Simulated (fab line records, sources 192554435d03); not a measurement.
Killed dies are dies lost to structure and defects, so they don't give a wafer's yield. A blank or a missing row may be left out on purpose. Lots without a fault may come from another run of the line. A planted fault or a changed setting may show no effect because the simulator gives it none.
Which tool did it? | flow n5_finfet | 24 lots, 72 wafers sampled, at 6 steps of a route of 1938

WHAT THE GAUGES READ, wafer by wafer
N5_BEOL_M13_CD_MEAS_17: target cd 190 nm. Usual: cd_nm 190.1 nm, standard deviation 2.2.
lot  | measured     | on        | cd_nm (nm)        | flag
L076 | day 15 05:05 | cd_sem-01 | 187.4 186.5 187.8 |
L074 | day 15 10:46 | cd_sem-02 | 188.9 188.6 191.4 |
L075 | day 15 11:29 | cd_sem-02 | 189.3 191.0 190.1 |
L077 | day 15 17:31 | cd_sem-02 | 194.4 193.0 191.8 |
L078 | day 15 21:06 | cd_sem-02 | 187.3 187.5 187.3 |
L079 | day 16 05:24 | cd_sem-01 | 187.9 188.1 190.4 |
L081 | day 16 10:59 | cd_sem-02 | 186.4 188.0 187.8 |
L083 | day 16 14:46 | cd_sem-02 | 189.2 190.7 191.6 |
L080 | day 16 22:33 | cd_sem-03 | 190.9 192.0 192.8 |
L082 | day 16 23:47 | cd_sem-03 | 192.4 190.2 191.8 |
L085 | day 17 00:25 | cd_sem-02 | 192.8 191.5 192.5 |
L084 | day 17 10:13 | cd_sem-03 | 190.7 191.2 189.5 |
L086 | day 17 12:18 | cd_sem-02 | 188.6 188.6 188.8 |
L089 | day 18 08:04 | cd_sem-01 | 189.9 191.0 190.6 |
L091 | day 18 09:05 | cd_sem-02 | 190.9 190.8 188.7 |
L087 | day 18 15:08 | cd_sem-01 | 190.6 191.6 191.1 |
L090 | day 18 18:43 | cd_sem-03 | 192.1 189.4 188.1 |
L088 | day 18 19:13 | cd_sem-03 | 188.6 192.5 189.6 |
L092 | day 18 19:47 | cd_sem-02 | 186.2 187.6 188.4 |
L093 | day 19 11:05 | cd_sem-03 | 191.9 191.7 191.8 |
L094 | day 19 19:27 | cd_sem-01 | 192.1 191.6 188.1 |
L095 | day 20 04:54 | cd_sem-03 | 188.2 187.7 187.9 |
L096 | day 20 06:27 | cd_sem-01 | 190.2 191.3 192.2 |
L097 | day 20 18:42 | cd_sem-03 | 189.1 193.6 191.6 |

N5_BEOL_M13_OVL_MEAS_29. Usual: M13_OVL 2 nm, standard deviation 5.4.
lot  | measured     | on         | M13_OVL (nm) | flag
L076 | day 15 05:34 | overlay-02 | 7 13 4       |
L074 | day 15 11:07 | overlay-02 | -8 1 -2      |
L075 | day 15 11:59 | overlay-01 | -4 -4 -7     |
L077 | day 15 17:59 | overlay-02 | 4 0 1        |
L078 | day 15 21:35 | overlay-01 | -3 3 0       |
L079 | day 16 05:46 | overlay-02 | 5 0 0        |
L081 | day 16 11:28 | overlay-02 | 3 6 11       |
L083 | day 16 15:08 | overlay-02 | 0 0 2        |
L080 | day 16 22:55 | overlay-02 | 0 9 11       |
L082 | day 17 00:16 | overlay-01 | 2 -4 6       |
L085 | day 17 00:47 | overlay-02 | 15 8 13      |
L084 | day 17 10:35 | overlay-01 | 0 4 1        |
L086 | day 17 12:47 | overlay-01 | 3 9 -1       |
L089 | day 18 08:32 | overlay-02 | 5 6 7        |
L091 | day 18 09:26 | overlay-01 | -2 13 0      |
L087 | day 18 15:29 | overlay-01 | -1 3 4       |
L090 | day 18 19:05 | overlay-02 | -2 -2 -5     |
L088 | day 18 19:34 | overlay-01 | 4 6 6        |
L092 | day 18 20:16 | overlay-01 | 4 -1 -11     |
L093 | day 19 11:27 | overlay-01 | 4 -3 -5      |
L094 | day 19 19:56 | overlay-02 | -14 -6 -1    |
L095 | day 20 05:23 | overlay-02 | 2 4 5        |
L096 | day 20 06:49 | overlay-02 | -3 1 3       |
L097 | day 20 19:03 | overlay-02 | 8 6 11       |

N5_BEOL_M14_OVL_MEAS_11. Usual: V13_OVL 1 nm, standard deviation 5.8.
lot  | measured     | on         | V13_OVL (nm) | flag
L076 | day 15 10:25 | overlay-02 | 8 1 6        |
L074 | day 15 14:47 | overlay-01 | 5 -6 4       |
L075 | day 15 16:32 | overlay-02 | -10 -11 -11  |
L077 | day 16 01:41 | overlay-02 | 7 5 11       |
L078 | day 16 02:27 | overlay-02 | -5 3 -5      |
L079 | day 16 15:34 | overlay-02 | 0 1 0        |
L081 | day 16 16:11 | overlay-02 | -14 -12 -9   |
L083 | day 16 20:51 | overlay-02 | -4 5 -5      |
L080 | day 17 03:30 | overlay-02 | 12 6 9       |
L082 | day 17 03:46 | overlay-02 | -8 -3 0      |
L085 | day 17 06:26 | overlay-01 | 4 1 7        |
L084 | day 17 17:35 | overlay-01 | -4 -3 -1     |
L086 | day 17 19:08 | overlay-01 | 3 4 -3       |
L089 | day 18 12:59 | overlay-02 | -3 -3 7      |
L091 | day 18 14:05 | overlay-01 | -1 -2 -6     |
L087 | day 18 19:09 | overlay-01 | 5 -2 4       |
L090 | day 18 22:22 | overlay-01 | 6 2 9        |
L088 | day 18 23:38 | overlay-01 | 2 6 1        |
L092 | day 19 00:11 | overlay-02 | 2 2 4        |
L093 | day 19 16:43 | overlay-01 | 4 7 5        |
L094 | day 20 01:13 | overlay-01 | 12 5 4       |
L095 | day 20 09:26 | overlay-02 | 10 7 5       |
L096 | day 20 12:43 | overlay-02 | 2 -2 -4      |
L097 | day 21 02:38 | overlay-01 | -3 -7 -6     |

WHICH TOOL RAN EACH LOT (tool, then ch and the chambers of the sampled wafers, then the start)
lot  | N5_BEOL_M13_STRIP_64                 | N5_BEOL_M13_ETCH_67                | N5_BEOL_M13_ETCH_38
L076 | plasma_asher-01 ch 0,1, day 15 04:56 | rie_diel-06 ch 0,1,3, day 15 05:40 | rie_diel-02 ch 0,2,3, day 15 07:55
L074 | plasma_asher-01 ch 0,1, day 15 10:38 | rie_diel-02 ch 1,3, day 15 11:17   | rie_diel-02 ch 1,2,3, day 15 12:19
L075 | plasma_asher-01 ch 0,1, day 15 11:20 | rie_diel-06 ch 1,2,3, day 15 12:11 | rie_diel-02 ch 0,1,2, day 15 12:55
L077 | plasma_asher-01 ch 0,1, day 15 17:21 | rie_diel-03 ch 0,2,3, day 15 18:05 | rie_diel-03 ch 1,2,3, day 15 23:03
L078 | plasma_asher-02 ch 0,1, day 15 20:57 | rie_diel-06 ch 1,2,3, day 15 21:40 | rie_diel-06 ch 0,1,3, day 15 23:22
L079 | plasma_asher-02 ch 0,1, day 16 05:16 | rie_diel-02 ch 2,3, day 16 05:51   | rie_diel-03 ch 0,3, day 16 12:38
L081 | plasma_asher-01 ch 0,1, day 16 10:50 | rie_diel-03 ch 0,3, day 16 12:08   | rie_diel-06 ch 1,2, day 16 13:04
L083 | plasma_asher-01 ch 0,1, day 16 14:37 | rie_diel-03 ch 0,1,3, day 16 15:13 | rie_diel-06 ch 0,1,2, day 16 18:26
L080 | plasma_asher-01 ch 0,1, day 16 22:24 | rie_diel-06 ch 0,1, day 16 23:01   | rie_diel-02 ch 0,3, day 17 00:59
L082 | plasma_asher-01 ch 1, day 16 23:38   | rie_diel-06 ch 1,3, day 17 00:42   | rie_diel-03 ch 1,3, day 17 01:25
L085 | plasma_asher-01 ch 0,1, day 17 00:16 | rie_diel-03 ch 2,3, day 17 01:38   | rie_diel-03 ch 1,2,3, day 17 04:07
L084 | plasma_asher-02 ch 0,1, day 17 10:05 | rie_diel-02 ch 0,3, day 17 11:00   | rie_diel-06 ch 0,2,3, day 17 14:34
L086 | plasma_asher-02 ch 0,1, day 17 12:10 | rie_diel-06 ch 1,2,3, day 17 12:53 | rie_diel-06 ch 1,2, day 17 15:02
L089 | plasma_asher-02 ch 0,1, day 18 07:55 | rie_diel-03 ch 0,1,2, day 18 08:43 | rie_diel-06 ch 0,2, day 18 10:27
L091 | plasma_asher-02 ch 0,1, day 18 08:58 | rie_diel-03 ch 0,1, day 18 09:46   | rie_diel-03 ch 1,2,3, day 18 11:19
L087 | plasma_asher-01 ch 0,1, day 18 14:59 | rie_diel-02 ch 1,2,3, day 18 15:35 | rie_diel-03 ch 0,1,2, day 18 16:34
L090 | plasma_asher-01 ch 0,1, day 18 18:34 | rie_diel-03 ch 0,2,3, day 18 19:10 | rie_diel-02 ch 1,2, day 18 20:17
L088 | plasma_asher-02 ch 0,1, day 18 19:04 | rie_diel-03 ch 2,3, day 18 19:43   | rie_diel-06 ch 1,2, day 18 20:50
L092 | plasma_asher-01 ch 0,1, day 18 19:39 | rie_diel-02 ch 0,3, day 18 20:25   | rie_diel-06 ch 0,2,3, day 18 21:16
L093 | plasma_asher-02 ch 1, day 19 10:56   | rie_diel-03 ch 0,1,2, day 19 11:32 | rie_diel-03 ch 0,2,3, day 19 12:17
L094 | plasma_asher-01 ch 0,1, day 19 19:18 | rie_diel-06 ch 1,2,3, day 19 20:02 | rie_diel-06 ch 0,1,3, day 19 22:36
L095 | plasma_asher-01 ch 0,1, day 20 04:45 | rie_diel-03 ch 0,1, day 20 05:28   | rie_diel-03 ch 0,3, day 20 07:13
L096 | plasma_asher-01 ch 0,1, day 20 06:18 | rie_diel-06 ch 1,3, day 20 07:10   | rie_diel-03 ch 0,1,3, day 20 09:53
L097 | plasma_asher-02 ch 0,1, day 20 18:33 | rie_diel-02 ch 1,2, day 20 19:44   | rie_diel-02 ch 0,2,3, day 21 00:09
- N5_BEOL_M13_STRIP_64: strips in N2/H2.
- N5_BEOL_M13_ETCH_67: etches SiARC in CF4, target depth 143 nm, time 238.3 s.
- N5_BEOL_M13_ETCH_38: etches SiCN in CF4/N2, target depth 67.5 nm, time 71.9 s.

WHAT THE TOOLS THEMSELVES READ (means of the sampled wafers that have a number; where no wafer has one, the mark that the record gives instead)
N5_BEOL_M13_STRIP_64. Usual: drypump_motor_current_A 6.02 A, standard deviation 0.29; heater_power_w 313 W, standard deviation 14; oes_product_au 0.715 a.u., standard deviation 0.0051; strip_time_to_endpoint_s 31.29 s, standard deviation 0.075.
lot  | tool            | drypump_motor_current_A (A) | heater_power_w (W) | oes_product_au (a.u.) | strip_time_to_endpoint_s (s) | flag
L076 | plasma_asher-01 | 6.06                        | 316                | 0.720                 | 31.29                        |
L074 | plasma_asher-01 | 6.08                        | 312                | 0.714                 | 31.22                        |
L075 | plasma_asher-01 | 5.91                        | 324                | 0.709                 | 31.31                        |
L077 | plasma_asher-01 | 6.07                        | 311                | 0.715                 | 31.41                        |
L078 | plasma_asher-02 | 5.97                        | 305                | 0.721                 | 31.30                        |
L079 | plasma_asher-02 | 5.98                        | 300                | 0.717                 | 31.22                        |
L081 | plasma_asher-01 | 5.90                        | 325                | 0.711                 | 31.39                        |
L083 | plasma_asher-01 | 5.92                        | 322                | 0.713                 | 31.34                        |
L080 | plasma_asher-01 | 6.05                        | 309                | 0.711                 | 31.23                        |
L082 | plasma_asher-01 | 5.74                        | 328                | 0.710                 | 31.35                        |
L085 | plasma_asher-01 | 6.05                        | 316                | 0.714                 | 31.21                        |
L084 | plasma_asher-02 | 6.20                        | 312                | 0.712                 | 31.48                        |
L086 | plasma_asher-02 | 5.98                        | 300                | 0.719                 | 31.29                        |
L089 | plasma_asher-02 | 5.97                        | 299                | 0.713                 | 31.21                        |
L091 | plasma_asher-02 | 6.20                        | 305                | 0.719                 | 31.22                        |
L087 | plasma_asher-01 | 5.89                        | 326                | 0.714                 | 31.37                        |
L090 | plasma_asher-01 | 5.90                        | 323                | 0.720                 | 31.26                        |
L088 | plasma_asher-02 | 5.96                        | 302                | 0.718                 | 31.21                        |
L092 | plasma_asher-01 | 6.07                        | 313                | 0.716                 | 31.28                        |
L093 | plasma_asher-02 | 6.44                        | 312                | 0.715                 | 31.24                        |
L094 | plasma_asher-01 | 6.08                        | 311                | 0.708                 | 31.30                        |
L095 | plasma_asher-01 | 5.91                        | 320                | 0.716                 | 31.30                        |
L096 | plasma_asher-01 | 6.05                        | 312                | 0.716                 | 31.34                        |
L097 | plasma_asher-02 | 5.97                        | 303                | 0.714                 | 31.27                        |

N5_BEOL_M13_ETCH_67. Usual: drypump_motor_current_A 5.7 A, standard deviation 0.4; etch_rf_on_time_s 238 s, standard deviation 7.5; oes_product_au 0.69 a.u., standard deviation 0.079; rf_fwd_power_W 543.4 W, standard deviation 1.7; rf_vpp_V 184.0 V, standard deviation 1.3; showerhead_plenum_p_Torr 2.16 Torr, standard deviation 0.077; throttle_valve_pct 15.6 %, standard deviation 0.36.
lot  | tool        | drypump_motor_current_A (A) | etch_rf_on_time_s (s) | oes_product_au (a.u.) | rf_fwd_power_W (W) | rf_vpp_V (V) | showerhead_plenum_p_Torr (Torr) | throttle_valve_pct (%) | flag
L076 | rie_diel-06 | 5.6                         | 236                   | 0.71                  | 542.6              | 183.6        | 2.15                            | 15.7                   |
L074 | rie_diel-02 | 5.0                         | 235                   | 0.65                  | 543.7              | 184.0        | 2.18                            | 15.8                   |
L075 | rie_diel-06 | 5.6                         | 241                   | 0.65                  | 544.0              | 183.9        | 2.18                            | 15.8                   |
L077 | rie_diel-03 | 5.9                         | 235                   | 0.64                  | 542.8              | 183.5        | 2.09                            | 15.6                   |
L078 | rie_diel-06 | 5.6                         | 243                   | 0.65                  | 544.1              | 185.2        | 2.18                            | 15.8                   |
L079 | rie_diel-02 | 5.7                         | 243                   | 0.60                  | 544.1              | 183.0        | 2.11                            | 15.9                   |
L081 | rie_diel-03 | 5.6                         | 232                   | 0.69                  | 543.7              | 183.2        | 2.12                            | 15.7                   |
L083 | rie_diel-03 | 5.9                         | 235                   | 0.72                  | 543.5              | 183.9        | 2.14                            | 15.6                   |
L080 | rie_diel-06 | 5.7                         | 242                   | 0.69                  | 543.5              | 182.2        | 2.09                            | 15.6                   |
L082 | rie_diel-06 | 5.5                         | 240                   | 0.66                  | 543.6              | 183.5        | 2.13                            | 16.1                   |
L085 | rie_diel-03 | 6.1                         | 236                   | 0.77                  | 543.6              | 185.3        | 2.23                            | 15.2                   |
L084 | rie_diel-02 | 5.7                         | 234                   | 0.66                  | 545.7              | 182.5        | 2.14                            | 15.7                   |
L086 | rie_diel-06 | 5.6                         | 240                   | 0.65                  | 542.5              | 183.8        | 2.18                            | 15.8                   |
L089 | rie_diel-03 | 5.7                         | 232                   | 0.76                  | 543.7              | 184.3        | 2.17                            | 15.3                   |
L091 | rie_diel-03 | 5.7                         | 232                   | 0.75                  | 545.0              | 184.4        | 2.14                            | 15.4                   |
L087 | rie_diel-02 | 5.3                         | 240                   | 0.69                  | 543.2              | 184.4        | 2.22                            | 15.7                   |
L090 | rie_diel-03 | 5.9                         | 237                   | 0.70                  | 544.0              | 184.1        | 2.17                            | 15.5                   |
L088 | rie_diel-03 | 6.3                         | 244                   | 0.66                  | 544.0              | 184.2        | 2.19                            | 15.5                   |
L092 | rie_diel-02 | 5.5                         | 236                   | 0.65                  | 544.8              | 185.1        | 2.19                            | 15.5                   |
L093 | rie_diel-03 | 5.7                         | 229                   | 0.75                  | 541.5              | 184.5        | 2.17                            | 15.3                   |
L094 | rie_diel-06 | 5.6                         | 243                   | 0.63                  | 543.1              | 183.4        | 2.17                            | 15.8                   |
L095 | rie_diel-03 | 5.5                         | 226                   | 0.73                  | 541.9              | 183.2        | 2.11                            | 15.5                   |
L096 | rie_diel-06 | 5.5                         | 247                   | 0.63                  | 543.4              | 183.3        | 2.12                            | 16.1                   |
L097 | rie_diel-02 | 5.1                         | 239                   | 0.66                  | 544.5              | 183.5        | 2.19                            | 16.0                   |

N5_BEOL_M13_ETCH_38. Usual: drypump_motor_current_A 5.7 A, standard deviation 0.39; oes_product_au 0.79 a.u., standard deviation 0.087; rf_fwd_power_W 428.2 W, standard deviation 1.3; rf_vpp_V 382.4 V, standard deviation 2; showerhead_plenum_p_Torr 2.22 Torr, standard deviation 0.08; throttle_valve_pct 15.5 %, standard deviation 0.33.
lot  | tool        | drypump_motor_current_A (A) | oes_product_au (a.u.) | rf_fwd_power_W (W) | rf_vpp_V (V) | showerhead_plenum_p_Torr (Torr) | throttle_valve_pct (%) | flag
L076 | rie_diel-02 | 5.7                         | 0.75                  | 428.8              | 382.5        | 2.19                            | 15.5                   |
L074 | rie_diel-02 | 5.3                         | 0.73                  | 428.6              | 382.2        | 2.21                            | 15.6                   |
L075 | rie_diel-02 | 5.5                         | 0.73                  | 428.8              | 381.0        | 2.15                            | 15.8                   |
L077 | rie_diel-03 | 6.1                         | 0.78                  | 428.3              | 381.0        | 2.18                            | 15.3                   |
L078 | rie_diel-06 | 5.6                         | 0.82                  | 427.1              | 382.9        | 2.21                            | 15.6                   |
L079 | rie_diel-03 | 6.1                         | 0.75                  | 429.0              | 381.5        | 2.19                            | 15.6                   |
L081 | rie_diel-06 | 5.7                         | 0.71                  | 428.2              | 381.4        | 2.17                            | 15.7                   |
L083 | rie_diel-06 | 5.7                         | 0.75                  | 427.6              | 381.4        | 2.18                            | 15.5                   |
L080 | rie_diel-02 | 5.5                         | 0.78                  | 428.9              | 383.7        | 2.25                            | 15.3                   |
L082 | rie_diel-03 | 6.1                         | 0.85                  | 427.5              | 382.7        | 2.23                            | 15.3                   |
L085 | rie_diel-03 | 6.1                         | 0.87                  | 429.2              | 384.7        | 2.26                            | 15.1                   |
L084 | rie_diel-06 | 5.6                         | 0.80                  | 427.8              | 383.2        | 2.26                            | 15.4                   |
L086 | rie_diel-06 | 5.7                         | 0.69                  | 427.6              | 383.1        | 2.22                            | 15.5                   |
L089 | rie_diel-06 | 5.7                         | 0.79                  | 428.2              | 381.7        | 2.20                            | 15.2                   |
L091 | rie_diel-03 | 6.1                         | 0.85                  | 428.1              | 383.1        | 2.26                            | 15.2                   |
L087 | rie_diel-03 | 5.7                         | 0.89                  | 428.4              | 383.8        | 2.24                            | 15.1                   |
L090 | rie_diel-02 | 5.1                         | 0.79                  | 428.2              | 382.6        | 2.25                            | 15.7                   |
L088 | rie_diel-06 | 5.8                         | 0.68                  | 427.7              | 382.4        | 2.22                            | 15.5                   |
L092 | rie_diel-06 | 5.6                         | 0.79                  | 427.6              | 383.4        | 2.26                            | 15.4                   |
L093 | rie_diel-03 | 5.9                         | 0.82                  | 429.8              | 383.1        | 2.23                            | 15.3                   |
L094 | rie_diel-06 | 5.6                         | 0.79                  | 429.0              | 382.8        | 2.20                            | 15.6                   |
L095 | rie_diel-03 | 5.6                         | 0.78                  | 428.5              | 381.0        | 2.17                            | 15.5                   |
L096 | rie_diel-03 | 5.9                         | 0.80                  | 428.6              | 382.3        | 2.19                            | 15.4                   |
L097 | rie_diel-02 | 5.7                         | 0.79                  | 428.5              | 382.0        | 2.26                            | 15.5                   |

THE ANSWER, worked out from the rows above alone
Rule: a lot is off if the mean of its wafers that have a number lies more than 3 standard deviations from the usual mean. A lot without any number at a reading at which 4 lots or more have one is off too. The other lots that the step has rows for count as sound. The gauges are gone through in route order, then the tools' own readings, and for those a lot's mean is taken as printed above. The first step at which some lot is off is used, and at that step the reading that is off furthest; a lot without a number counts as furthest.
No lot is off at any reading shown: from this, nothing can be told.

WHAT THE SIMULATOR HAD PUT IN
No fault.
